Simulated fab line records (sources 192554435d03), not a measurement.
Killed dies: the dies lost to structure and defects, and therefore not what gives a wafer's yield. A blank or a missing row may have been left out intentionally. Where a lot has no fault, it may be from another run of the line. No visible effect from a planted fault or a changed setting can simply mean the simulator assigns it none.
Matching of chambers / flow n5Finfet / 4 sister chambers for N5_MOL_CONTACT_COAG_ETCH_48 on rieDiel-05
The step etches SiOC in C4F6/O2, target depth 15 nm, overetch 4.5 nm, time 17 s. 14 wafers are shown with their chamber, then 7 later ones without.

== WAFERS PAIRED WITH THEIR CHAMBERS ==
wafer=L076.2; chamber=3; drypumpMotorCurrentA (A)=6.5; rfVppV (V)=1604; showerheadPlenumPTorr (Torr)=2.95
wafer=L076.3; chamber=0; drypumpMotorCurrentA (A)=5.7; rfVppV (V)=1594; showerheadPlenumPTorr (Torr)=2.93
wafer=L076.5; chamber=3; drypumpMotorCurrentA (A)=6.5; rfVppV (V)=1604; showerheadPlenumPTorr (Torr)=2.95
wafer=L077.3; chamber=0; drypumpMotorCurrentA (A)=5.8; rfVppV (V)=1596; showerheadPlenumPTorr (Torr)=2.93
wafer=L077.5; chamber=0; drypumpMotorCurrentA (A)=5.8; rfVppV (V)=1595; showerheadPlenumPTorr (Torr)=2.93
wafer=L077.6; chamber=1; drypumpMotorCurrentA (A)=5.2; rfVppV (V)=1595; showerheadPlenumPTorr (Torr)=2.94
wafer=L084.1; chamber=2; drypumpMotorCurrentA (A)=5.5; rfVppV (V)=1630; showerheadPlenumPTorr (Torr)=2.79
wafer=L084.2; chamber=1; drypumpMotorCurrentA (A)=5.1; rfVppV (V)=1594; showerheadPlenumPTorr (Torr)=2.93
wafer=L084.4; chamber=0; drypumpMotorCurrentA (A)=5.8; rfVppV (V)=1594; showerheadPlenumPTorr (Torr)=2.92
wafer=L090.1; chamber=1; drypumpMotorCurrentA (A)=5.1; rfVppV (V)=1592; showerheadPlenumPTorr (Torr)=2.93
wafer=L090.2; chamber=2; drypumpMotorCurrentA (A)=5.5; rfVppV (V)=1629; showerheadPlenumPTorr (Torr)=2.78
wafer=L090.6; chamber=2; drypumpMotorCurrentA (A)=5.5; rfVppV (V)=1629; showerheadPlenumPTorr (Torr)=2.78
wafer=L091.1; chamber=2; drypumpMotorCurrentA (A)=5.5; rfVppV (V)=1628; showerheadPlenumPTorr (Torr)=2.78
wafer=L091.3; chamber=1; drypumpMotorCurrentA (A)=5.1; rfVppV (V)=1593; showerheadPlenumPTorr (Torr)=2.92

SIGNATURES (means of the wafers above)
reading=drypumpMotorCurrentA; chamber 0=5.775; chamber 1=5.125; chamber 2=5.500; chamber 3=6.500; scatter within a chamber=0.0387
reading=rfVppV; chamber 0=1594.75; chamber 1=1593.50; chamber 2=1629.00; chamber 3=1604.00; scatter within a chamber=0.987
reading=showerheadPlenumPTorr; chamber 0=2.9275; chamber 1=2.9300; chamber 2=2.7825; chamber 3=2.9500; scatter within a chamber=0.00592
Rule: a wafer lies at a distance from a chamber equal to the root of the sum of squares, over the readings, of (its reading less the chamber's mean, divided by the reading's scatter). If the next closest chamber is less than 2 further off than the closest, the wafer can't be placed; otherwise it belongs to the closest. How the scatter is found: for the shown wafers, subtract from each reading the mean of its chamber, square and add these, divide the total by (wafers less chambers), then take the root.

== WAFERS WITHOUT THEIR CHAMBER ==
wafer=L091.5; drypumpMotorCurrentA (A)=5.8; rfVppV (V)=1593; showerheadPlenumPTorr (Torr)=2.92
wafer=L096.2; drypumpMotorCurrentA (A)=5.1; rfVppV (V)=1591; showerheadPlenumPTorr (Torr)=2.92
wafer=L096.3; drypumpMotorCurrentA (A)=6.5; rfVppV (V)=1604; showerheadPlenumPTorr (Torr)=2.93
wafer=L096.5; drypumpMotorCurrentA (A)=6.5; rfVppV (V)=1604; showerheadPlenumPTorr (Torr)=2.93
wafer=L097.1; drypumpMotorCurrentA (A)=6.5; rfVppV (V)=1603; showerheadPlenumPTorr (Torr)=2.93
wafer=L097.3; drypumpMotorCurrentA (A)=5.5; rfVppV (V)=1629; showerheadPlenumPTorr (Torr)=2.78
wafer=L097.5; drypumpMotorCurrentA (A)=5.8; rfVppV (V)=1593; showerheadPlenumPTorr (Torr)=2.91

== WHICH CHAMBER EACH ONE RAN IN ==
wafer=L091.5; from the rows above=0; in truth=0
wafer=L096.2; from the rows above=1; in truth=1
wafer=L096.3; from the rows above=3; in truth=3
wafer=L096.5; from the rows above=3; in truth=3
wafer=L097.1; from the rows above=3; in truth=3
wafer=L097.3; from the rows above=2; in truth=2
wafer=L097.5; from the rows above=0; in truth=0
7 of 7 placed correctly. Not placeable from these rows: 0. Number placed wrongly: 0.
